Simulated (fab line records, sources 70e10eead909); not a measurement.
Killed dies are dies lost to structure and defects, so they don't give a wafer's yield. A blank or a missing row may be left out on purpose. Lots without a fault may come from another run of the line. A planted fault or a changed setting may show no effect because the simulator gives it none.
fab line records | flow nand_harc
record lots=10 wafers=30 last_day=33
route steps=1302 shown A_CHANNEL_HOLE_D1@465 END@1302
lots that met no fault: from a run of the same line without faults
start_h: hours from the record's first day to the start of the lot's first wafer shown | wait_h: hours since the lot's step before | " the same as in the row above | L1.1+2: a row that stands for several wafers | - no value, or no start given | * or withheld: withheld | < > ~ a bound
route shown NAME@n: a module of which the file shows steps, and the number in the route of the first | usual: mean/standard deviation of fault-free wafers | same: alike in all rows | chamber/n: place in a boat | sites: the reading at each site | _std_site: their standard deviation | _edge_site: outer sites' mean less inner sites' | radius_mm: how far each site lies from the wafer's centre | mask NAME#n: copy n | behind: the tool/chamber that last shaped the wafer | hold: why the lot was held/for how many hours/how that ended | device: the transistor (n, p or np) that didn't switch | end of line: the same wafers' tests at the end of the route | a step without rows: its recipe alone | killed: dies lost to structure and defects at the first sort, not the wafer's yield | map: a wafer's dies, x killed, . not, _ none there
set.NAME: the setting as run; set.NAME@STEP: as run at that earlier step | model.NAME: the simulator's own value behind a step, which no gauge read
steps of the route over a sample of lots; a table a step, a row a wafer
services: from which hour (start_h, from the record's first day; less than 0 if before it) a tool's chamber was out of use, for how many hours, and why
## steps
# step NHARC_A_CHANNEL_HOLE_D1_DESCUM_15
# recipe time_s=3 o2_flow_sccm=200 ar_flow_sccm=0 bias_power_w=0 chemistry=O2
# usual drypump_motor_current_A=5.7/0.47 oes_product_au=1.003/0.011 rf_vpp_V=57.9/0.88 showerhead_plenum_p_Torr=1.94/0.1 throttle_valve_pct=11.311/0.0085
# columns lot.wafer tool chamber start_h wait_h drypump_motor_current_A oes_product_au rf_hours_counter_h rf_vpp_V showerhead_plenum_p_Torr throttle_valve_pct
L391.1 rie_diel-09 1 192.84 0.1 6.0 1.012 5 56.4 1.78 11.312
L391.2 " 0 " " 5.4 1.002 1 58.7 2.06 11.301
L391.5 " 2 " " 5.1 0.997 - 56.9 2.00 11.309
L394.1 rie_diel-10 2 225.38 0.1 6.1 0.993 51 56.1 1.78 11.308
L394.2 " 0 " " 5.5 0.992 50 58.6 1.94 11.305
L394.5 " 1 " " 6.4 0.987 - 58.1 1.84 11.311
L395.2 rie_diel-09 1 226.82 0.1 6.0 0.995 7 56.6 1.78 11.299
L395.3 " 3 " " 6.0 1.007 8 56.7 2.00 11.311
L395.6 " 2 " " 5.1 0.996 - 58.2 2.00 11.298
L398.2 rie_diel-07 3 257.31 0.1 6.3 0.993 40 56.7 2.00 11.308
L398.1 " 0 " " 5.6 0.988 26 57.0 1.82 11.296
L398.4 " 2 " " 6.0 1.023 41 59.1 1.82 11.304
L399.3 rie_diel-09 2 271.00 0.1 5.1 1.002 12 58.6 2.00 11.320
L399.2 " 3 " " 6.0 1.007 12 57.7 2.00 11.306
L399.5 " 2 " " 5.1 0.999 - 57.9 2.00 11.307
L405.2 rie_diel-07 1 323.26 0.1 6.1 0.995 5 57.4 1.97 11.303
L405.4 " 3 " " 6.3 1.003 8 58.8 1.99 11.327
L405.3 " 0 " " 5.6 0.995 8 57.1 1.81 11.317
L407.2 rie_diel-09 1 352.32 0.1 6.1 1.009 3 57.9 1.78 11.294
L407.6 " 1 " " 6.1 1.009 - 57.6 1.78 11.315
L407.5 " 2 " " 5.1 1.011 - 58.0 2.00 11.312
L410.2 rie_diel-09 3 387.06 0.1 6.0 1.018 6 57.5 1.99 11.311
L410.3 " 2 " " 5.1 1.015 6 58.2 1.99 11.319
L410.5 " 3 " " 6.0 1.021 - 58.1 1.99 11.305
L413.2 rie_diel-09 0 401.65 0.1 5.4 0.999 8 56.6 2.05 11.313
L413.4 " 1 " " 6.1 1.001 8 56.8 1.78 11.299
L413.6 " 0 " " 5.4 1.006 - 58.1 2.05 11.315
L412.3 rie_diel-07 3 402.46 0.1 6.3 1.002 34 57.4 1.98 11.313
L412.1 " 0 " " 5.6 0.996 33 57.7 1.80 11.325
L412.5 " 2 " " 5.9 1.000 - 56.7 1.81 11.311
# step NHARC_A_CHANNEL_HOLE_D1_ETCH_24
# recipe bias_v=5000 source_w=withheld pressure_mtorr=20 time_s=906.2 ar_flow_sccm=375 c4f8_flow_sccm=93.8 o2_flow_sccm=31.2 temp_c=-20 target_depth_a=15000 chemistry=C4F8/O2/Ar
# usual drypump_motor_current_A=5.83/0.18 showerhead_plenum_p_Torr=3.58/0.15 throttle_valve_pct=32.235/0.0092
# columns lot.wafer tool chamber start_h wait_h drypump_motor_current_A rf_hours_counter_h showerhead_plenum_p_Torr throttle_valve_pct
L391.1 har_etch-01 1 196.20 0.6 5.65 93 3.59 32.235
L391.2 " 0 " " 6.06 93 3.52 32.241
L391.5 " 1 " " 5.64 - 3.59 32.247
L394.1 har_etch-01 0 228.77 0.6 6.04 108 3.51 32.220
L394.2 " 1 " " 5.63 108 3.58 32.223
L394.5 " 1 " " 5.64 - 3.58 32.234
L395.2 har_etch-02 0 232.65 1.2 5.70 - 3.59 32.246
L395.3 " 0 " " 5.71 - 3.59 32.233
L395.6 " 0 " " 5.69 - 3.59 32.255
L398.2 har_etch-01 1 260.65 0.6 5.65 135 3.57 32.245
L398.1 " 0 " " 6.06 135 3.50 32.246
L398.4 " 0 " " 6.08 - 3.50 32.231
L399.2 har_etch-02 0 274.43 0.6 5.72 359 3.57 32.214
L399.3 " 0 " " 5.72 - 3.57 32.223
L399.5 " 1 " " 5.97 - 3.40 32.237
L405.2 har_etch-01 1 326.74 0.6 5.64 173 3.55 32.244
L405.4 " 0 " " 6.05 - 3.48 32.227
L405.3 " 1 " " 5.64 - 3.55 32.240
L407.2 har_etch-01 0 356.64 0.6 6.06 192 3.47 32.228
L407.6 " 1 " " 5.64 - 3.54 32.230
L407.5 " 0 " " 6.04 - 3.47 32.235
L410.2 har_etch-02 1 396.24 0.6 5.99 2 3.91 32.235
L410.3 " 0 " " 5.72 - 3.93 32.238
L410.5 " 1 " " 5.98 - 3.91 32.226
L413.2 har_etch-02 0 405.09 0.6 5.70 10 3.92 32.243
L413.4 " 0 " " 5.69 - 3.92 32.238
L413.6 " 0 " " 5.67 - 3.92 32.242
L412.1 har_etch-01 1 406.90 0.6 5.65 227 3.52 32.227
L412.3 " 1 " " 5.64 - 3.52 32.248
L412.5 " 1 " " 5.64 - 3.52 32.232
# step NHARC_A_CHANNEL_HOLE_D1_ETCH_44
# recipe target_depth_a=1400 overetch_a=140 time_s=77 ion_energy_ev=100 cf4_flow_sccm=80 o2_flow_sccm=20 ar_flow_sccm=0 rf_w=300 bias_w=100 chemistry=CF4/O2
# usual drypump_motor_current_A=5.7/0.42 oes_product_au=1.009/0.01 rf_fwd_power_W=298.0/1.1 rf_vpp_V=198.2/1.6 showerhead_plenum_p_Torr=1.36/0.07 throttle_valve_pct=13.397/0.0098
# columns lot.wafer tool chamber start_h wait_h drypump_motor_current_A oes_product_au rf_fwd_power_W rf_hours_counter_h rf_vpp_V showerhead_plenum_p_Torr throttle_valve_pct
L391.1 rie_diel-09 0 198.83 0.1 5.4 1.024 297.1 3 199.5 1.43 13.393
L391.2 " 1 " " 6.0 1.015 297.9 6 196.8 1.25 13.418
L391.5 " 3 " " 6.0 1.022 298.5 - 198.3 1.39 13.380
L394.2 rie_diel-09 2 231.36 0.1 5.1 0.991 297.4 8 199.3 1.39 13.396
L394.1 " 1 " " 6.1 1.009 298.2 7 195.6 1.25 13.390
L394.5 " 2 " " 5.1 1.003 297.7 - 198.0 1.39 13.391
L395.2 rie_diel-09 0 237.02 0.0 5.4 1.020 295.8 5 199.1 1.43 13.407
L395.3 " 3 " " 6.0 1.005 296.4 9 198.7 1.39 13.402
L395.6 " 0 " " 5.4 1.013 296.5 - 198.6 1.43 13.391
L398.2 rie_diel-09 1 263.23 0.1 6.1 1.012 299.8 10 196.2 1.25 13.397
L398.1 " 2 " " 5.1 1.006 298.1 11 200.1 1.39 13.410
L398.4 " 0 " " 5.4 1.018 297.9 7 199.0 1.43 13.393
L399.3 rie_diel-09 3 276.90 0.1 6.0 1.017 297.9 13 199.4 1.39 13.397
L399.2 " 2 " " 5.1 1.016 298.6 12 199.6 1.39 13.393
L399.5 " 3 " " 6.0 1.007 297.9 - 200.6 1.39 13.400
L405.2 rie_diel-10 1 329.49 0.1 6.4 0.988 298.4 24 195.8 1.28 13.379
L405.3 " 2 " " 6.2 1.012 297.8 30 198.5 1.44 13.407
L405.4 " 3 " " 4.7 0.987 295.0 26 197.9 1.35 13.398
L407.2 rie_diel-09 3 359.12 0.1 6.0 1.019 297.0 3 198.4 1.39 13.410
L407.6 " 0 " " 5.4 0.998 298.1 - 199.9 1.43 13.399
L407.5 " 1 " " 6.1 1.013 298.4 - 196.0 1.24 13.424
L410.3 rie_diel-09 3 398.79 0.1 6.0 1.031 298.7 8 198.9 1.39 13.380
L410.2 " 1 " " 6.1 1.007 298.2 7 196.4 1.24 13.398
L410.5 " 2 " " 5.1 1.009 299.3 - 200.2 1.39 13.398
L413.4 rie_diel-09 3 407.56 0.1 6.0 1.031 297.4 9 198.5 1.39 13.416
L413.2 " 0 " " 5.4 1.004 297.2 9 199.7 1.43 13.405
L413.6 " 1 " " 6.0 1.008 298.8 - 195.7 1.24 13.402
L412.3 rie_diel-09 0 409.49 0.1 5.4 1.002 297.9 9 200.0 1.43 13.389
L412.1 " 1 " " 6.1 0.997 298.0 8 195.5 1.24 13.386
L412.5 " 3 " " 6.0 1.016 298.4 - 198.6 1.39 13.384
# step NHARC_A_CHANNEL_HOLE_D1_STRIP_27
# recipe o2_flow_sccm=500 ar_flow_sccm=0 bias_w=0 chemistry=O2
# usual drypump_motor_current_A=5.7/0.42 oes_product_au=1.009/0.0099 rf_vpp_V=57.9/0.92 showerhead_plenum_p_Torr=3.59/0.19 throttle_valve_pct=17.037/0.009
# columns lot.wafer tool chamber start_h wait_h drypump_motor_current_A oes_product_au rf_hours_counter_h rf_vpp_V showerhead_plenum_p_Torr throttle_valve_pct
L391.1 rie_diel-09 3 - - 6.0 1.023 7 58.8 3.68 17.043
L391.2 " 1 " " 6.1 1.023 6 57.7 3.30 17.036
L391.5 " 2 " " 5.1 1.008 - 56.2 3.68 17.022
L394.2 rie_diel-09 1 - - 6.0 1.013 8 57.9 3.30 17.037
L394.1 " 2 " " 5.1 1.006 8 59.2 3.67 17.025
L394.5 " 0 " " 5.4 1.015 - 57.5 3.77 17.035
L395.2 rie_diel-09 3 - - 6.0 1.021 9 58.5 3.67 17.040
L395.3 " 1 " " 6.0 1.009 8 56.5 3.30 17.045
L395.6 " 2 " " 5.1 1.002 - 58.9 3.67 17.042
L398.4 rie_diel-09 2 - - 5.1 1.004 11 57.1 3.67 17.036
L398.1 " 3 " " 6.0 1.020 11 59.5 3.67 17.041
L398.2 " 0 " " 5.4 1.010 7 60.5 3.77 17.042
L399.2 rie_diel-09 1 - - 6.1 1.020 11 58.1 3.30 17.040
L399.3 " 3 " " 6.0 1.028 13 56.8 3.67 17.039
L399.5 " 2 " " 5.1 1.004 - 57.4 3.67 17.026
L405.4 rie_diel-10 3 - - 4.7 0.990 26 57.9 3.58 17.032
L405.2 " 0 " " 5.6 0.996 29 58.9 3.56 17.025
L405.3 " 1 " " 6.4 0.988 24 57.1 3.39 17.041
L407.2 rie_diel-09 3 - - 6.1 1.015 3 57.6 3.67 17.037
L407.5 " 0 " " 5.5 1.004 - 57.6 3.77 17.021
L407.6 " 1 " " 6.1 1.005 - 56.7 3.30 17.027
L410.3 rie_diel-09 3 - - 6.0 1.022 8 58.4 3.67 17.039
L410.2 " 0 " " 5.4 1.001 8 58.5 3.76 17.039
L410.5 " 3 " " 6.1 1.026 - 59.3 3.67 17.062
L413.2 rie_diel-09 1 - - 6.0 1.013 8 57.4 3.29 17.050
L413.4 " 3 " " 6.0 1.030 9 58.1 3.66 17.028
L413.6 " 0 " " 5.4 0.992 - 57.4 3.76 17.017
L412.3 rie_diel-09 2 - - 5.1 1.008 8 57.9 3.67 17.042
L412.1 " 0 " " 5.4 1.009 9 59.3 3.76 17.035
L412.5 " 2 " " 5.1 1.011 - 58.1 3.67 17.042
# step NHARC_A_CHANNEL_HOLE_D1_INSPECT_40
# usual raw_defect_count=72/26
# columns lot.wafer tool chamber start_h wait_h hold raw_defect_count
L391.1 defect_inspect-01 - 199.80 - - 46
L391.2 " - " " - 36
L391.5 " - " " - 34
L394.1 defect_inspect-01 - 232.34 - - 39
L394.2 " - " " - 52
L394.5 " - " " - 37
L395.2 defect_inspect-01 - 238.00 - - 113
L395.3 " - " " - 118
L395.6 " - " " - 85
L398.1 defect_inspect-01 - 264.22 - - 43
L398.2 " - " " - 43
L398.4 " - " " - 38
L399.2 defect_inspect-01 - 277.88 - - 102
L399.3 " - " " - 106
L399.5 " - " " - 83
L405.2 defect_inspect-02 - 330.46 - await_dispo/0.2h/release 818
L405.3 " - " " await_dispo/0.2h/release 850
L405.4 " - " " await_dispo/0.2h/release 857
L405.2 defect_inspect-02 - 330.63 0.2 - 810
L405.3 " - " " - 844
L405.4 " - " " - 867
L407.2 defect_inspect-02 - 360.08 - await_dispo/0.2h/release 860
L407.5 " - " " await_dispo/0.2h/release 848
L407.6 " - " " await_dispo/0.2h/release 892
L407.2 defect_inspect-02 - 360.25 0.2 - 856
L407.5 " - " " - 835
L407.6 " - " " - 903
L410.2 defect_inspect-02 - 399.77 - - 33
L410.3 " - " " - 31
L410.5 " - " " - 54
L413.2 defect_inspect-01 - 408.53 - - 33
L413.4 " - " " - 37
L413.6 " - " " - 36
L412.1 defect_inspect-01 - 410.47 - - 63
L412.3 " - " " - 59
L412.5 " - " " - 68
# step NHARC_END_SORT_01
# recipe temp_c=25
# usual killed_at_array=59/20 killed_at_other=0.8/1 killed_at_periphery=3.2/2.1 killed_dies=63/21 killed_open=3.0/1.9 killed_short=2.3/1.5
# same gross_dies=677
# columns lot.wafer tool chamber start_h wait_h killed_at_array killed_at_other killed_at_periphery killed_dies killed_open killed_short
L398.1 prober-02 0 637.52 2.5 74 0 4 78 3 0
L398.2 prober-02 0 638.31 2.8 74 0 2 76 3 1
L398.4 prober-02 0 639.89 3.4 75 0 6 81 2 4
L399.2 prober-02 0 663.45 2.8 78 3 4 85 4 2
L399.3 prober-02 0 664.26 3.1 84 0 1 85 2 2
L399.5 prober-02 0 665.87 3.7 72 1 4 77 5 7
L405.2 prober-01 0 710.06 2.8 116 0 3 119 4 2
L405.3 prober-01 0 710.85 3.1 109 0 2 111 3 2
L405.4 prober-01 0 711.64 3.4 109 0 2 111 4 0
L407.2 prober-01 0 729.31 2.8 118 0 3 121 1 2
L407.5 prober-01 0 731.66 3.6 130 1 1 132 3 1
L407.6 prober-01 0 732.44 3.9 132 0 1 133 3 1
# killed by level:class
L398.1 A_SLIT:chamber_film_flake=36 A_CHANNEL_HOLE_D2:chamber_film_flake=19 A_STAIRCASE:chamber_film_flake=5 A_CHANNEL_HOLE_D1:chamber_film_flake=4 P_M2:chamber_film_flake=2 A_ZERO_WELL:chamber_film_flake=2 A_CONTACT:chamber_film_flake=2 A_ONON_D1:geometric_particle:open=1
L398.2 A_SLIT:chamber_film_flake=35 A_CHANNEL_HOLE_D2:chamber_film_flake=29 A_CONTACT:chamber_film_flake=3 A_CHANNEL_FILL_D1:geometric_particle:open=2 A_CHANNEL_HOLE_D1:chamber_film_flake=2 A_CHANNEL_HOLE_D2:geometric_particle:open=1 A_M0:geometric_particle:short=1 P_ZERO_WELL:chamber_film_flake=1
L398.4 A_CHANNEL_HOLE_D2:chamber_film_flake=30 A_SLIT:chamber_film_flake=28 A_STAIRCASE:chamber_film_flake=5 A_CHANNEL_HOLE_D1:chamber_film_flake=4 P_ZERO_WELL:chamber_film_flake=3 A_CHANNEL_FILL_D2:chamber_film_flake=3 P_GATE:geometric_particle:open=1 P_CONTACT:geometric_particle:short=1
L399.2 A_SLIT:chamber_film_flake=34 A_CHANNEL_HOLE_D1:chamber_film_flake=26 A_CHANNEL_HOLE_D2:chamber_film_flake=10 P_M2:chamber_film_flake=2 A_STAIRCASE:chamber_film_flake=2 THIN_TSV:chamber_film_flake=2 P_CONTACT:geometric_particle:open=1 P_M0:geometric_particle:open=1
L399.3 A_SLIT:chamber_film_flake=33 A_CHANNEL_HOLE_D1:chamber_film_flake=32 A_CHANNEL_HOLE_D2:chamber_film_flake=10 A_CHANNEL_FILL_D1:geometric_particle:short=2 A_STAIRCASE:chamber_film_flake=2 A_CONTACT:chamber_film_flake=2 A_CHANNEL_FILL_D1:geometric_particle:open=1 A_DECK1_JOINT:geometric_particle:open=1
L399.5 A_SLIT:chamber_film_flake=31 A_CHANNEL_HOLE_D1:chamber_film_flake=14 A_CHANNEL_HOLE_D2:chamber_film_flake=7 A_STAIRCASE:chamber_film_flake=5 A_CONTACT:chamber_film_flake=4 A_CHANNEL_FILL_D1:geometric_particle:short=3 P_M2:chamber_film_flake=2 P_GATE:geometric_particle:short=1
L405.2 A_CHANNEL_HOLE_D1:unspecified=99 A_SLIT:chamber_film_flake=4 A_CHANNEL_FILL_D1:geometric_particle:open=2 A_CHANNEL_HOLE_D1:chamber_film_flake=2 A_CHANNEL_HOLE_D2:chamber_film_flake=2 A_WL_FILL:chamber_film_flake=2 P_GATE:geometric_particle:short=1 A_ONON_D1:geometric_particle:open=1
L405.3 A_CHANNEL_HOLE_D1:unspecified=98 A_SLIT:chamber_film_flake=3 A_ONON_D2:geometric_particle:short=2 A_CONTACT:chamber_film_flake=2 P_CONTACT:geometric_particle:open=1 A_CHANNEL_HOLE_D2:geometric_particle:open=1 A_M0:geometric_particle:open=1 P_STI:chamber_film_flake=1
L405.4 A_CHANNEL_HOLE_D1:unspecified=97 A_SLIT:chamber_film_flake=6 A_CHANNEL_HOLE_D1:chamber_film_flake=2 P_CONTACT:geometric_particle:open=1 P_M0:geometric_particle:open=1 A_CHANNEL_FILL_D1:geometric_particle:open=1 A_SGD_CUT:geometric_particle:open=1 A_CHANNEL_FILL_D1:chamber_film_flake=1
L407.2 A_CHANNEL_HOLE_D1:unspecified=97 A_SLIT:chamber_film_flake=5 A_BLC:chamber_film_flake=4 A_CHANNEL_HOLE_D1:chamber_film_flake=2 A_DECK1_JOINT:chamber_film_flake=2 A_CHANNEL_HOLE_D2:chamber_film_flake=2 A_CONTACT:chamber_film_flake=2 P_CONTACT:geometric_particle:open=1
L407.5 A_CHANNEL_HOLE_D1:unspecified=93 A_SLIT:chamber_film_flake=17 A_CONTACT:chamber_film_flake=6 A_BLC:chamber_film_flake=4 A_CHANNEL_HOLE_D1:chamber_film_flake=3 A_STAIRCASE:chamber_film_flake=2 P_CONTACT:geometric_particle:open=1 A_DECK1_JOINT:geometric_particle:short=1
L407.6 A_CHANNEL_HOLE_D1:unspecified=93 A_SLIT:chamber_film_flake=24 A_BLC:chamber_film_flake=4 A_CHANNEL_HOLE_D1:chamber_film_flake=3 A_SOURCE_PLATE:geometric_particle:open=1 A_CHANNEL_HOLE_D2:geometric_particle:open=1 A_BLC:geometric_particle:open=1 A_M0:geometric_particle:short=1
## services
# columns tool chamber start_h hours kind
rie_diel-09 0 176.69 - clean
rie_diel-09 1 176.69 - clean
rie_diel-09 2 176.69 - clean
rie_diel-09 3 176.69 - clean
rie_diel-09 0 201.19 - clean
rie_diel-09 1 201.19 - clean
rie_diel-09 2 201.19 - clean
rie_diel-09 3 201.19 - clean
rie_diel-09 0 225.69 - clean
rie_diel-09 1 225.69 - clean
rie_diel-10 2 230.75 2.6 repair
rie_diel-10 - 244.12 9.0 pm
rie_diel-07 1 280.52 3.4 repair
rie_diel-07 - 294.61 9.0 pm
rie_diel-10 3 296.09 15.7 repair
rie_diel-10 1 313.94 5.3 repair
rie_diel-09 1 319.14 5.0 repair
rie_diel-09 - 320.19 9.0 pm
rie_diel-07 - 324.81 1.3 repair
rie_diel-07 3 342.44 7.7 repair
rie_diel-10 - 362.26 2.0 repair
rie_diel-10 1 370.11 9.0 repair
rie_diel-07 - 371.58 1.8 repair
har_etch-02 - 377.00 17.0 pm
## key
first_sign step=NHARC_A_CHANNEL_HOLE_D1_INSPECT_40 reading=visit direction=added
effect step=NHARC_A_CHANNEL_HOLE_D1_INSPECT_40 reading=raw_defect_count direction=up sigmas=30 usual=72 struck=854
effect step=NHARC_END_SORT_01 reading=killed_at_array direction=up sigmas=2.9 usual=59 struck=119
more_kills_born_at NHARC_A_CHANNEL_HOLE_D1_ETCH_24@har_etch-01=474
met_at NHARC_A_CHANNEL_HOLE_D1_ETCH_24
struck_lots L405,L407
tester_left_out L405,L407
not_acting_at NHARC_A_CHANNEL_HOLE_D1_DESCUM_15,NHARC_A_CHANNEL_HOLE_D1_ETCH_44,NHARC_A_CHANNEL_HOLE_D1_STRIP_27
onset_between 260.65 326.74
fault kind=chamber_particle_source tool=har_etch-01 chamber=- onset_h=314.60 steps=NHARC_A_CHANNEL_HOLE_D1_ETCH_24 rate_per_visit_cm2=1.2155 end_h=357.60
# tester_left_out: of these lots the tester's yield and bins aren't shown, on N5 and GAA mostly nor the transistor test; their killed dies are dies lost to structure and defects alone, not to doping, threshold or leakage, so they don't give the yield
